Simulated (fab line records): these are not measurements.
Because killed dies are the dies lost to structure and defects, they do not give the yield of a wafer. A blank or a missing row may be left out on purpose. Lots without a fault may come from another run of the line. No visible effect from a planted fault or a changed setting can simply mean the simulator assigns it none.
fab line records	flow n5Finfet
[record] lots = 24	wafers = 72	lastDay = 18
route steps=1938 shown BEOL_M1@816 BEOL_M2@857
lots that met no fault: from a run of the same line without faults
startH: start of the lot's first displayed wafer, in hours after the record's first day	waitH: time in hours since the lot's previous step	" unchanged from the row above	L1.1+2: one row covering several wafers at once	- no value, or no start given	* or withheld: withheld	< > ~ a bound
route shown NAME@n: NAME is a module with steps in the file, n the number in the route of the first one	usual: mean/standard deviation taken from wafers without a fault	same: alike in all rows	chamber/n: place in a boat	sites: each site's reading	_std_site: the values' standard deviation	_edge_site: inner sites' mean taken away from outer sites' mean	radiusMm: for every site, how far away it sits from the centre of the wafer	mask NAME#n: copy n	behind: the last tool/chamber to shape the wafer	hold: the reason the lot was held/the length of the hold in hours/how it ended	device: the n, p or np transistor that did not switch	end of line: tests run on the same wafers once the route is complete	for a step that has no rows: nothing shown but its recipe	killed: not the wafer's yield, but the dies lost to structure and defects at the first sort	map: per-die view of a wafer (x killed, . not killed, _ where there is no die)
set.NAME: setting as actually run; set.NAME@STEP: the setting as run at that earlier step	model.NAME: the simulator's own value behind a step, which no gauge read
steps of the route over a sample of lots; a table a step, a row a wafer
services: from which hour (startH, from the record's first day; less than 0 if before it) a tool's chamber was out of use, for how many hours, and why
[[steps]]
[step N5_BEOL_M1_SPUTTER_79]
[recipe] material = Cu	targetThkA = 45	tempC = -20	chamberPressurePa = 0.07	powerW = withheld	timeS = 8.29
[usual] throttleValvePct = 30.1/1
lot.wafer	tool	chamber	startH	waitH	throttleValvePct
L074.1	pvdSputter-01	-	133.07	0.1	30.0
L074.4	"	-	"	"	30.1
L074.6	"	-	"	"	29.7
L075.3	pvdSputter-03	-	136.61	0.1	28.8
L075.4	"	-	"	"	31.4
L075.5	"	-	"	"	31.3
L076.3	pvdSputter-02	-	139.15	0.1	28.4
L076.4	"	-	"	"	31.7
L076.6	"	-	"	"	28.2
L077.3	pvdSputter-03	-	145.39	0.1	30.3
L077.4	"	-	"	"	28.8
L077.6	"	-	"	"	30.2
L078.2	pvdSputter-02	-	149.21	0.1	29.6
L078.4	"	-	"	"	30.1
L078.6	"	-	"	"	30.0
L079.1	pvdSputter-01	-	153.35	0.1	29.7
L079.2	"	-	"	"	31.6
L079.4	"	-	"	"	29.8
L080.1	pvdSputter-03	-	163.59	0.1	30.1
L080.3	"	-	"	"	28.9
L080.6	"	-	"	"	28.7
L081.2	pvdSputter-02	-	172.24	0.1	31.8
L081.4	"	-	"	"	29.7
L081.6	"	-	"	"	29.8
L083.1	pvdSputter-03	-	182.51	0.1	30.1
L083.4	"	-	"	"	31.3
L083.5	"	-	"	"	31.5
L082.1	pvdSputter-01	-	186.30	0.1	31.6
L082.2	"	-	"	"	30.0
L082.6	"	-	"	"	29.6
L084.3	pvdSputter-02	-	186.53	0.1	28.5
L084.5	"	-	"	"	31.9
L084.6	"	-	"	"	29.7
L085.2	pvdSputter-03	-	189.76	0.1	28.5
L085.4	"	-	"	"	31.5
L085.5	"	-	"	"	29.9
L086.1	pvdSputter-03	-	197.63	0.1	30.1
L086.3	"	-	"	"	31.4
L086.5	"	-	"	"	31.4
L087.3	pvdSputter-03	-	209.18	0.1	30.2
L087.4	"	-	"	"	28.6
L087.6	"	-	"	"	29.9
L089.4	pvdSputter-02	-	220.71	0.1	29.9
L089.5	"	-	"	"	28.2
L089.6	"	-	"	"	30.2
L090.1	pvdSputter-02	-	235.37	0.1	29.9
L090.3	"	-	"	"	28.5
L090.5	"	-	"	"	29.8
L088.2	pvdSputter-02	-	237.21	0.1	29.7
L088.5	"	-	"	"	31.9
L088.6	"	-	"	"	29.8
L091.1	pvdSputter-02	-	239.87	0.1	29.9
L091.2	"	-	"	"	29.7
L091.3	"	-	"	"	28.2
L093.2	pvdSputter-03	-	243.57	0.1	28.8
L093.5	"	-	"	"	31.3
L093.6	"	-	"	"	28.8
L092.3	pvdSputter-03	-	248.09	0.1	31.5
L092.5	"	-	"	"	30.4
L092.6	"	-	"	"	30.1
L094.1	pvdSputter-01	-	251.01	0.1	30.2
L094.4	"	-	"	"	29.7
L094.6	"	-	"	"	30.1
L096.2	pvdSputter-03	-	254.98	0.1	28.8
L096.4	"	-	"	"	30.0
L096.6	"	-	"	"	30.2
L095.1	pvdSputter-01	-	255.75	0.1	29.7
L095.3	"	-	"	"	31.9
L095.4	"	-	"	"	30.2
L097.1	pvdSputter-01	-	261.66	0.1	31.8
L097.5	"	-	"	"	29.8
L097.6	"	-	"	"	30.3
[step N5_BEOL_M1_ANNEAL_89]
[recipe] tempC = 400	timeS = 240	ambient = vacuum
[usual] heaterPowerW = 841/71
lot.wafer	tool	chamber	startH	waitH	heaterPowerW
L074.1	pvdSputter-01	-	133.81	0.0	952
L074.4	"	-	"	"	748
L074.6	"	-	"	"	734
L075.3	pvdSputter-03	-	137.35	0.0	854
L075.4	"	-	"	"	901
L075.5	"	-	"	"	906
L076.3	pvdSputter-02	-	139.89	0.0	826
L076.4	"	-	"	"	864
L076.6	"	-	"	"	802
L077.3	pvdSputter-03	-	146.13	0.0	730
L077.4	"	-	"	"	833
L077.6	"	-	"	"	833
L078.2	pvdSputter-02	-	149.95	0.0	857
L078.4	"	-	"	"	927
L078.6	"	-	"	"	910
L079.1	pvdSputter-01	-	154.09	0.0	765
L079.2	"	-	"	"	923
L079.4	"	-	"	"	998
L080.1	pvdSputter-03	-	164.33	0.0	863
L080.3	"	-	"	"	847
L080.6	"	-	"	"	833
L081.2	pvdSputter-02	-	172.98	0.0	868
L081.4	"	-	"	"	852
L081.6	"	-	"	"	838
L083.1	pvdSputter-03	-	183.25	0.0	729
L083.4	"	-	"	"	893
L083.5	"	-	"	"	878
L082.1	pvdSputter-01	-	187.04	0.0	927
L082.2	"	-	"	"	988
L082.6	"	-	"	"	756
L084.3	pvdSputter-02	-	187.27	0.0	799
L084.5	"	-	"	"	857
L084.6	"	-	"	"	838
L085.2	pvdSputter-03	-	190.50	0.0	826
L085.4	"	-	"	"	902
L085.5	"	-	"	"	839
L086.1	pvdSputter-03	-	198.37	0.0	741
L086.3	"	-	"	"	924
L086.5	"	-	"	"	910
L087.3	pvdSputter-03	-	209.92	0.0	726
L087.4	"	-	"	"	837
L087.6	"	-	"	"	869
L089.4	pvdSputter-02	-	221.45	0.0	906
L089.5	"	-	"	"	834
L089.6	"	-	"	"	913
L090.1	pvdSputter-02	-	236.11	0.0	920
L090.3	"	-	"	"	824
L090.5	"	-	"	"	844
L088.2	pvdSputter-02	-	237.95	0.0	836
L088.5	"	-	"	"	859
L088.6	"	-	"	"	855
L091.1	pvdSputter-02	-	240.61	0.0	844
L091.2	"	-	"	"	910
L091.3	"	-	"	"	810
L093.2	pvdSputter-03	-	244.31	0.0	837
L093.5	"	-	"	"	907
L093.6	"	-	"	"	841
L092.3	pvdSputter-03	-	248.83	0.0	891
L092.5	"	-	"	"	733
L092.6	"	-	"	"	858
L094.1	pvdSputter-01	-	251.75	0.0	743
L094.4	"	-	"	"	732
L094.6	"	-	"	"	745
L096.2	pvdSputter-03	-	255.72	0.0	830
L096.4	"	-	"	"	873
L096.6	"	-	"	"	866
L095.1	pvdSputter-01	-	256.49	0.0	728
L095.3	"	-	"	"	909
L095.4	"	-	"	"	1010
L097.1	pvdSputter-01	-	262.40	0.0	876
L097.5	"	-	"	"	726
L097.6	"	-	"	"	747
[step N5_BEOL_M1_DEP_57]
[recipe] material = SiCN	targetThkA = 80	tempC = withheld	precursor = 3MS/NH3	pressureTorr = 3	rfW = 202	timeS = 14
[usual] chamberPressureTorr = 3.000/0.0071	showerheadPlenumPTorr = 3.671/0.016	throttleValvePct = 8.9/0.42
lot.wafer	tool	chamber	startH	waitH	chamberPressureTorr	showerheadPlenumPTorr	throttleValvePct
L074.1	pecvd-01	0	135.59	0.0	3.007	3.674	9.1
L074.4	"	2	"	"	2.999	3.676	9.6
L074.6	"	0	"	"	3.002	3.683	9.1
L075.3	pecvd-03	1	139.13	0.0	2.997	3.671	9.5
L075.4	"	2	"	"	3.005	3.636	8.4
L075.5	"	1	"	"	2.999	3.664	9.6
L076.3	pecvd-04	0	141.68	0.0	3.002	3.691	9.2
L076.4	"	2	"	"	3.002	3.665	8.6
L076.6	"	1	"	"	2.997	3.670	8.4
L077.3	pecvd-01	1	147.92	0.0	3.013	3.647	8.8
L077.4	"	2	"	"	3.002	3.676	9.7
L077.6	"	0	"	"	3.001	3.687	8.7
L078.2	pecvd-04	0	151.74	0.0	2.986	3.687	9.0
L078.4	"	2	"	"	3.000	3.664	8.6
L078.6	"	0	"	"	2.994	3.692	9.0
L079.1	pecvd-01	0	156.36	0.0	3.012	3.679	8.8
L079.2	"	2	"	"	2.999	3.682	9.9
L079.4	"	1	"	"	3.038	3.646	8.8
L080.1	pecvd-03	0	166.12	0.0	2.995	3.681	9.0
L080.3	"	1	"	"	3.009	3.677	9.5
L080.6	"	0	"	"	2.996	3.683	8.9
L081.2	pecvd-01	0	174.93	0.0	3.006	3.685	8.8
L081.4	"	1	"	"	2.994	3.646	8.7
L081.6	"	0	"	"	3.007	3.690	8.9
L083.1	pecvd-03	0	185.04	0.0	2.998	3.695	8.8
L083.4	"	2	"	"	2.999	3.636	8.9
L083.5	"	0	"	"	3.003	3.694	9.0
L082.1	pecvd-01	2	189.03	0.0	2.991	3.675	9.6
L082.2	"	0	"	"	2.992	3.683	8.9
L082.6	"	0	"	"	3.003	3.683	9.0
L084.3	pecvd-01	0	189.26	0.0	3.010	3.680	9.3
L084.5	"	2	"	"	3.007	3.679	10.1
L084.6	"	1	"	"	2.998	3.639	8.7
L085.2	pecvd-03	2	192.28	0.0	2.998	3.643	8.9
L085.4	"	2	"	"	3.004	3.650	8.4
L085.5	"	1	"	"	3.001	3.670	9.7
L086.1	pecvd-04	2	200.15	0.0	3.002	3.658	8.6
L086.3	"	0	"	"	2.998	3.691	9.2
L086.5	"	2	"	"	3.009	3.661	8.9
L087.3	pecvd-03	2	211.70	0.0	3.010	3.654	8.6
L087.4	"	0	"	"	3.000	3.696	9.0
L087.6	"	2	"	"	3.006	3.650	8.6
L089.4	pecvd-04	2	223.25	0.0	2.994	3.673	8.9
L089.5	"	1	"	"	3.006	3.676	8.5
L089.6	"	0	"	"	3.007	3.685	9.1
L090.1	pecvd-03	0	237.89	0.0	2.996	3.680	9.0
L090.3	"	2	"	"	3.001	3.644	8.8
L090.5	"	0	"	"	3.010	3.697	8.8
L088.2	pecvd-01	2	239.76	0.0	2.994	3.683	8.2
L088.5	"	1	"	"	3.005	3.654	8.6
L088.6	"	2	"	"	3.001	3.685	8.1
L091.1	pecvd-03	0	242.49	0.0	2.997	3.686	9.0
L091.2	"	1	"	"	3.009	3.669	9.7
L091.3	"	2	"	"	2.992	3.639	8.6
L093.2	pecvd-04	0	246.10	0.0	3.004	3.681	9.1
L093.5	"	0	"	"	2.998	3.701	9.3
L093.6	"	2	"	"	2.995	3.664	8.8
L092.3	pecvd-01	1	250.62	0.0	3.008	3.654	8.8
L092.5	"	0	"	"	2.987	3.683	9.1
L092.6	"	1	"	"	3.011	3.651	9.0
L094.1	pecvd-01	2	253.53	0.0	2.997	3.678	8.3
L094.4	"	2	"	"	2.999	3.675	8.3
L094.6	"	0	"	"	3.004	3.686	8.9
L096.2	pecvd-01	1	257.50	0.0	3.013	3.653	9.0
L096.4	"	2	"	"	3.005	3.670	8.4
L096.6	"	1	"	"	2.991	3.644	8.9
L095.1	pecvd-04	0	258.52	0.0	3.004	3.679	9.4
L095.3	"	1	"	"	2.991	3.669	8.5
L095.4	"	0	"	"	3.022	3.692	9.3
L097.1	pecvd-04	1	264.18	0.0	2.995	3.668	8.6
L097.5	"	0	"	"	2.998	3.688	9.4
L097.6	"	1	"	"	2.999	3.676	8.6
[step N5_BEOL_M2_DESCUM_16]
[recipe] chemistry = O2	timeS = 7	sourcePowerW = 50	biasPowerW = 20	pressureMtorr = 20	rfFrequencyHz = 2.712e+07	tempC = 40	resist = CAR-EUV	o2FlowSccm = 225
[usual] drypumpMotorCurrentA = 5.8/0.57	oesProductAu = 0.75/0.057	rfVppV = 242.9/1.4	showerheadPlenumPTorr = 2.07/0.062	throttleValvePct = 20.5/0.3
lot.wafer	tool	chamber	startH	waitH	drypumpMotorCurrentA	oesProductAu	rfHoursCounterH	rfVppV	showerheadPlenumPTorr	throttleValvePct
L074.1	rieDiel-05	3	137.05	0.0	5.5	0.87	36	242.8	2.05	20.3
L074.4	"	0	"	"	6.4	0.82	91	243.5	2.10	20.3
L074.6	"	3	"	"	5.5	0.87	-	242.8	2.05	20.3
L075.3	rieDiel-06	1	141.24	0.2	5.5	0.70	172	241.5	2.00	20.9
L075.4	"	1	"	"	5.5	0.71	-	241.1	2.00	20.9
L075.5	"	2	"	"	4.9	0.69	-	245.2	2.16	20.8
L076.3	rieDiel-05	3	143.62	0.0	5.5	0.87	39	243.8	2.05	20.3
L076.4	"	0	"	"	6.4	0.83	93	244.3	2.10	20.3
L076.6	"	3	"	"	5.5	0.87	-	243.3	2.05	20.3
L077.3	rieDiel-06	2	149.22	0.4	4.9	0.68	-	244.2	2.16	20.8
L077.4	"	1	"	"	5.4	0.70	-	240.3	2.00	20.9
L077.6	"	1	"	"	5.5	0.70	-	240.6	2.00	20.9
L078.2	rieDiel-06	2	156.59	1.9	4.9	0.68	204	245.5	2.15	20.8
L078.4	"	2	"	"	4.9	0.68	-	243.2	2.15	20.8
L078.6	"	3	"	"	5.0	0.73	-	241.5	2.02	20.1
L079.1	rieDiel-02	2	159.26	0.3	6.1	0.79	103	244.3	2.10	20.4
L079.2	"	3	"	"	5.7	0.71	196	243.9	2.10	20.7
L079.4	"	0	"	"	5.7	0.79	140	243.6	2.10	20.5
L080.1	rieDiel-05	2	168.28	0.1	6.3	0.71	194	242.9	2.08	20.7
L080.3	"	1	"	"	6.6	0.77	108	243.4	2.11	20.1
L080.6	"	1	"	"	6.7	0.78	-	243.5	2.11	20.1
L081.2	rieDiel-02	3	176.38	0.0	5.7	0.71	203	242.8	2.09	20.8
L081.4	"	0	"	"	5.7	0.77	147	243.6	2.09	20.5
L081.6	"	0	"	"	5.7	0.78	-	243.0	2.09	20.5
L083.1	rieDiel-06	0	185.98	0.0	5.8	0.70	219	242.1	1.96	20.6
L083.4	"	3	"	"	5.0	0.73	183	242.0	2.01	20.1
L083.5	"	0	"	"	5.8	0.70	-	241.1	1.97	20.6
L082.1	rieDiel-02	3	191.50	0.2	5.7	0.70	208	245.0	2.09	20.8
L082.2	"	1	"	"	6.7	0.82	84	245.9	2.20	20.1
L082.6	"	3	"	"	5.7	0.71	-	241.9	2.09	20.7
L084.3	rieDiel-06	0	191.61	0.2	5.8	0.68	220	240.8	1.96	20.6
L084.5	"	0	"	"	5.7	0.69	-	241.2	1.97	20.6
L084.6	"	1	"	"	5.5	0.70	-	242.2	2.00	20.9
L085.2	rieDiel-05	3	195.56	0.0	5.5	0.84	54	243.1	2.04	20.3
L085.4	"	2	"	"	6.3	0.70	202	242.7	2.08	20.8
L085.5	"	3	"	"	5.5	0.85	-	242.9	2.04	20.3
L086.1	rieDiel-02	3	204.59	0.0	5.7	0.71	211	242.8	2.09	20.8
L086.3	"	2	"	"	6.1	0.78	119	242.7	2.10	20.4
L086.5	"	1	"	"	6.7	0.82	-	244.7	2.20	20.1
L087.3	rieDiel-06	2	214.93	0.4	4.9	0.68	222	243.4	2.15	20.9
L087.4	"	0	"	"	5.8	0.69	227	240.9	1.96	20.6
L087.6	"	0	"	"	5.8	0.69	-	241.8	1.96	20.6
L089.4	rieDiel-02	1	224.27	0.0	6.7	0.83	94	244.2	2.19	20.1
L089.5	"	3	"	"	5.7	0.71	-	242.5	2.09	20.8
L089.6	"	2	"	"	6.1	0.77	-	242.8	2.09	20.4
L090.1	rieDiel-02	3	239.13	0.1	5.7	0.70	224	243.2	2.09	20.8
L090.3	"	1	"	"	6.7	0.81	100	246.3	2.19	20.1
L090.5	"	0	"	"	5.7	0.77	-	242.7	2.09	20.5
L088.2	rieDiel-02	1	242.07	0.0	6.7	0.81	101	244.4	2.19	20.1
L088.5	"	1	"	"	6.7	0.81	-	245.3	2.19	20.1
L088.6	"	2	"	"	6.1	0.77	-	243.8	2.09	20.4
L091.1	rieDiel-05	2	243.32	0.0	6.3	0.70	216	242.7	2.07	20.8
L091.2	"	1	"	"	6.7	0.75	136	242.8	2.10	20.1
L091.3	"	3	"	"	5.5	0.82	68	240.7	2.04	20.3
L093.2	rieDiel-05	3	247.26	0.2	5.5	0.83	69	240.4	2.03	20.3
L093.5	"	0	"	"	6.4	0.79	-	242.8	2.09	20.3
L093.6	"	3	"	"	5.5	0.82	-	242.0	2.03	20.3
L092.3	rieDiel-05	3	254.82	0.0	5.5	0.83	72	243.9	2.03	20.4
L092.5	"	1	"	"	6.7	0.75	-	243.9	2.10	20.1
L092.6	"	0	"	"	6.4	0.80	-	243.1	2.09	20.3
L094.1	rieDiel-06	1	254.87	0.0	5.5	0.68	213	242.4	1.99	20.9
L094.4	"	0	"	"	5.8	0.68	239	242.2	1.96	20.6
L094.6	"	3	"	"	5.0	0.71	-	240.2	2.01	20.1
L096.2	rieDiel-05	3	258.57	0.0	5.4	0.83	73	243.4	2.03	20.4
L096.4	"	2	"	"	6.2	0.70	221	242.6	2.07	20.8
L096.6	"	3	"	"	5.5	0.83	-	241.2	2.03	20.4
L095.1	rieDiel-06	2	260.74	0.0	5.0	0.66	236	242.8	2.14	20.9
L095.3	"	1	"	"	5.5	0.69	216	241.4	1.99	21.0
L095.4	"	3	"	"	5.0	0.70	202	242.2	2.00	20.1
L097.1	rieDiel-06	2	266.55	0.0	4.9	0.67	238	244.3	2.14	20.9
L097.5	"	1	"	"	5.5	0.68	-	241.4	1.99	20.9
L097.6	"	2	"	"	4.9	0.66	-	243.4	2.14	20.9
[step N5_BEOL_M2_ETCH_74]
[recipe] chemistry = N2/H2	target = underlayer	targetDepthA = 65	maskMaterial = CAR-EUV	timeS = 5.2	ionEnergyEv = 200	pressureMtorr = 30	sourceW = 840	biasW = 150	n2FlowSccm = 200	h2FlowSccm = 200	ends = cleared
[usual] drypumpMotorCurrentA = 5.8/0.57	etchRfOnTimeS = 5.27/0.15	oesProductAu = 0.63/0.049	rfVppV = 523.2/2.7	showerheadPlenumPTorr = 2.52/0.077	throttleValvePct = 17.9/0.32
lot.wafer	tool	chamber	startH	waitH	drypumpMotorCurrentA	etchRfOnTimeS	oesProductAu	rfHoursCounterH	rfVppV	showerheadPlenumPTorr	throttleValvePct
L074.1	rieDiel-05	3	137.09	0.0	5.5	5.37	0.71	36	522.6	2.49	17.7
L074.4	"	0	"	"	6.4	4.97	0.71	91	524.3	2.57	17.8
L074.6	"	3	"	"	5.5	5.42	0.72	-	525.3	2.49	17.7
L075.3	rieDiel-06	1	141.27	0.0	5.5	5.39	0.60	172	523.9	2.43	18.3
L075.4	"	1	"	"	5.5	5.36	0.61	-	519.8	2.43	18.3
L075.5	"	2	"	"	4.9	5.51	0.58	-	527.1	2.63	18.2
L076.3	rieDiel-05	3	143.65	0.0	5.4	5.29	0.73	39	522.6	2.49	17.7
L076.4	"	0	"	"	6.4	4.92	0.73	93	522.8	2.57	17.8
L076.6	"	3	"	"	5.4	5.32	0.74	-	520.6	2.49	17.7
L077.3	rieDiel-06	2	149.27	0.0	4.9	5.54	0.57	-	528.7	2.63	18.3
L077.4	"	1	"	"	5.5	5.33	0.60	-	518.1	2.43	18.3
L077.6	"	1	"	"	5.5	5.35	0.61	-	523.3	2.43	18.3
L078.2	rieDiel-06	2	156.63	0.0	4.9	5.57	0.57	204	527.5	2.63	18.3
L078.4	"	2	"	"	4.9	5.54	0.57	-	524.9	2.63	18.2
L078.6	"	3	"	"	5.0	5.25	0.62	-	517.7	2.44	17.5
L079.1	rieDiel-02	2	159.29	0.0	6.1	5.32	0.66	103	523.7	2.57	17.9
L079.2	"	3	"	"	5.7	5.03	0.63	196	523.7	2.51	17.9
L079.4	"	0	"	"	5.7	5.07	0.67	140	523.3	2.53	17.8
L080.1	rieDiel-05	2	168.31	0.0	6.3	5.30	0.60	194	524.6	2.54	18.3
L080.3	"	1	"	"	6.7	5.29	0.66	108	527.1	2.55	17.5
L080.6	"	1	"	"	6.7	5.33	0.66	-	521.5	2.55	17.5
L081.2	rieDiel-02	3	176.41	0.0	5.7	5.10	0.61	203	522.4	2.50	17.9
L081.4	"	0	"	"	5.7	5.09	0.68	147	524.7	2.53	17.8
L081.6	"	0	"	"	5.7	5.16	0.67	-	524.1	2.53	17.8
L083.1	rieDiel-06	0	186.01	0.0	5.8	5.27	0.59	219	520.3	2.40	18.1
L083.4	"	3	"	"	5.0	5.38	0.61	183	520.6	2.44	17.5
L083.5	"	0	"	"	5.8	5.29	0.59	-	522.0	2.40	18.1
L082.1	rieDiel-02	3	191.54	0.0	5.7	5.15	0.62	208	521.9	2.50	17.9
L082.2	"	1	"	"	6.8	5.25	0.69	84	528.5	2.67	17.4
L082.6	"	3	"	"	5.7	5.12	0.61	-	523.8	2.50	17.9
L084.3	rieDiel-06	0	191.64	0.0	5.8	5.25	0.58	220	519.9	2.40	18.1
L084.5	"	0	"	"	5.8	5.29	0.59	-	521.4	2.40	18.1
L084.6	"	1	"	"	5.5	5.21	0.60	-	522.0	2.42	18.3
L085.2	rieDiel-05	3	195.59	0.0	5.4	5.35	0.72	54	521.2	2.48	17.8
L085.4	"	2	"	"	6.3	5.38	0.59	202	523.0	2.53	18.4
L085.5	"	3	"	"	5.5	5.32	0.71	-	524.5	2.48	17.8
L086.1	rieDiel-02	3	204.63	0.0	5.7	5.16	0.62	211	524.5	2.50	17.9
L086.3	"	2	"	"	6.1	5.38	0.66	119	524.6	2.56	17.9
L086.5	"	1	"	"	6.7	5.21	0.70	-	528.9	2.67	17.4
L087.3	rieDiel-06	2	214.97	0.0	4.9	5.51	0.56	222	526.7	2.62	18.3
L087.4	"	0	"	"	5.8	5.34	0.58	227	519.5	2.40	18.2
L087.6	"	0	"	"	5.8	5.33	0.59	-	519.2	2.40	18.2
L089.4	rieDiel-02	1	224.30	0.0	6.7	5.18	0.68	94	527.2	2.66	17.4
L089.5	"	3	"	"	5.7	5.14	0.62	-	521.9	2.50	17.9
L089.6	"	2	"	"	6.1	5.36	0.65	-	523.7	2.56	17.9
L090.1	rieDiel-02	3	239.17	0.0	5.7	5.08	0.61	224	521.8	2.49	18.0
L090.3	"	1	"	"	6.7	5.18	0.69	100	529.5	2.66	17.4
L090.5	"	0	"	"	5.7	5.05	0.66	-	525.1	2.52	17.8
L088.2	rieDiel-02	1	242.10	0.0	6.7	5.17	0.69	101	527.7	2.66	17.4
L088.5	"	1	"	"	6.7	5.16	0.68	-	528.0	2.66	17.4
L088.6	"	2	"	"	6.1	5.29	0.63	-	525.7	2.56	17.9
L091.1	rieDiel-05	2	243.35	0.0	6.3	5.33	0.60	216	523.0	2.53	18.4
L091.2	"	1	"	"	6.6	5.32	0.64	136	524.0	2.54	17.5
L091.3	"	3	"	"	5.4	5.32	0.70	68	521.2	2.48	17.8
L093.2	rieDiel-05	3	247.29	0.0	5.5	5.37	0.69	69	524.5	2.47	17.8
L093.5	"	0	"	"	6.4	4.91	0.70	-	525.8	2.55	17.8
L093.6	"	3	"	"	5.5	5.33	0.69	-	521.1	2.47	17.8
L092.3	rieDiel-05	3	254.86	0.0	5.5	5.28	0.71	72	521.5	2.47	17.8
L092.5	"	1	"	"	6.6	5.39	0.63	-	523.0	2.54	17.5
L092.6	"	0	"	"	6.4	4.93	0.71	-	523.3	2.55	17.8
L094.1	rieDiel-06	1	254.90	0.0	5.5	5.24	0.59	213	519.5	2.41	18.3
L094.4	"	0	"	"	5.8	5.29	0.58	239	520.4	2.40	18.2
L094.6	"	3	"	"	5.0	5.24	0.60	-	519.4	2.43	17.6
L096.2	rieDiel-05	3	258.60	0.0	5.4	5.29	0.70	73	523.0	2.47	17.8
L096.4	"	2	"	"	6.2	5.34	0.61	221	524.4	2.53	18.4
L096.6	"	3	"	"	5.5	5.35	0.69	-	523.4	2.47	17.8
L095.1	rieDiel-06	2	260.78	0.0	4.9	5.50	0.56	236	525.7	2.61	18.3
L095.3	"	1	"	"	5.5	5.27	0.58	216	519.4	2.41	18.4
L095.4	"	3	"	"	5.0	5.32	0.60	202	522.1	2.43	17.6
L097.1	rieDiel-06	2	266.58	0.0	4.9	5.53	0.55	238	526.4	2.61	18.4
L097.5	"	1	"	"	5.5	5.24	0.59	-	518.7	2.41	18.4
L097.6	"	2	"	"	4.9	5.49	0.56	-	526.6	2.61	18.3
[step N5_BEOL_M2_OVL_MEAS_29]
[recipe] pointsPerWafer = 522
[usual] V1_OVL = -0.2/0.59
lot.wafer	tool	chamber	startH	waitH	V1_OVL[nm]
L074.1	overlay-02	0	138.09	0.0	0.0
L074.4	"	0	"	"	-0.6
L074.6	"	0	"	"	0.0
L075.3	overlay-01	0	142.06	0.0	0.7
L075.4	"	0	"	"	-0.8
L075.5	"	0	"	"	0.4
L076.3	overlay-01	0	144.55	0.0	-0.8
L076.4	"	0	"	"	0.1
L076.6	"	0	"	"	-0.5
L077.3	overlay-01	0	150.45	0.0	-0.8
L077.4	"	0	"	"	-0.4
L077.6	"	0	"	"	1.1
L078.2	overlay-01	0	157.57	0.0	0.4
L078.4	"	0	"	"	0.6
L078.6	"	0	"	"	-0.8
L079.1	overlay-01	0	160.76	0.0	1.4
L079.2	"	0	"	"	-1.3
L079.4	"	0	"	"	0.5
L080.1	overlay-02	0	169.22	0.0	-0.1
L080.3	"	0	"	"	-0.3
L080.6	"	0	"	"	-0.5
L081.2	overlay-01	0	177.17	0.0	0.6
L081.4	"	0	"	"	0.4
L081.6	"	0	"	"	-0.7
L083.1	overlay-01	0	186.77	0.0	-0.5
L083.4	"	0	"	"	0.3
L083.5	"	0	"	"	-0.6
L082.1	overlay-02	0	192.29	0.0	-1.2
L082.2	"	0	"	"	-0.7
L082.6	"	0	"	"	-1.1
L084.3	overlay-02	0	192.41	0.0	-1.2
L084.5	"	0	"	"	-0.5
L084.6	"	0	"	"	0.0
L085.2	overlay-02	0	196.47	0.0	-0.2
L085.4	"	0	"	"	-0.4
L085.5	"	0	"	"	0.4
L086.1	overlay-01	0	205.51	0.0	1.2
L086.3	"	0	"	"	0.0
L086.5	"	0	"	"	-1.1
L087.3	overlay-02	0	215.74	0.0	-0.2
L087.4	"	0	"	"	0.0
L087.6	"	0	"	"	0.1
L089.4	overlay-02	0	225.07	0.0	-0.7
L089.5	"	0	"	"	-0.1
L089.6	"	0	"	"	-1.1
L090.1	overlay-01	0	240.08	0.0	0.1
L090.3	"	0	"	"	-0.4
L090.5	"	0	"	"	-1.4
L088.2	overlay-02	0	242.86	0.0	0.1
L088.5	"	0	"	"	0.1
L088.6	"	0	"	"	-0.6
L091.1	overlay-02	0	244.15	0.0	0.4
L091.2	"	0	"	"	0.3
L091.3	"	0	"	"	-0.5
L093.2	overlay-02	0	248.05	0.0	-0.1
L093.5	"	0	"	"	-0.5
L093.6	"	0	"	"	0.7
L094.1	overlay-02	0	255.65	0.0	-0.3
L094.4	"	0	"	"	-0.8
L094.6	"	0	"	"	-0.1
L092.3	overlay-01	0	255.72	0.0	-1.2
L092.5	"	0	"	"	-0.9
L092.6	"	0	"	"	-0.5
L096.2	overlay-02	0	259.62	0.0	-0.4
L096.4	"	0	"	"	-0.8
L096.6	"	0	"	"	-0.7
L095.1	overlay-02	0	261.62	0.0	-0.8
L095.3	"	0	"	"	-0.4
L095.4	"	0	"	"	0.0
L097.1	overlay-02	0	267.54	0.0	-0.1
L097.5	"	0	"	"	-0.7
L097.6	"	0	"	"	0.3
[[services]]
tool	chamber	startH	hours	kind
pvdSputter-02	-	115.86	8.0	repair
pecvd-04	0	117.43	5.5	scheduledDown
rieDiel-06	2	122.85	3.9	repair
pecvd-03	1	125.33	9.7	repair
pecvd-03	2	134.90	2.1	scheduledDown
rieDiel-06	0	138.95	18.3	repair
rieDiel-05	-	146.10	14.6	pm
rieDiel-05	0	161.45	14.5	repair
pecvd-04	-	172.67	5.6	repair
rieDiel-05	2	176.47	4.3	repair
pecvd-01	-	190.66	14.6	pm
pvdSputter-02	-	197.53	7.5	repair
pecvd-01	2	205.26	-	clean
pecvd-01	2	205.26	-	consumableReplace:showerhead
pecvd-01	2	205.26	29.0	scheduledDown
pecvd-01	2	205.26	29.0	ventCycle
rieDiel-02	-	212.23	1.0	repair
pecvd-03	0	222.15	4.3	repair
rieDiel-06	-	227.77	0.4	repair
rieDiel-05	3	229.94	6.9	repair
rieDiel-05	2	235.44	7.4	repair
pecvd-03	-	250.63	0.8	pm
rieDiel-05	-	260.09	1.4	repair
pecvd-04	2	265.94	2.1	scheduledDown
[[key]]
fault none
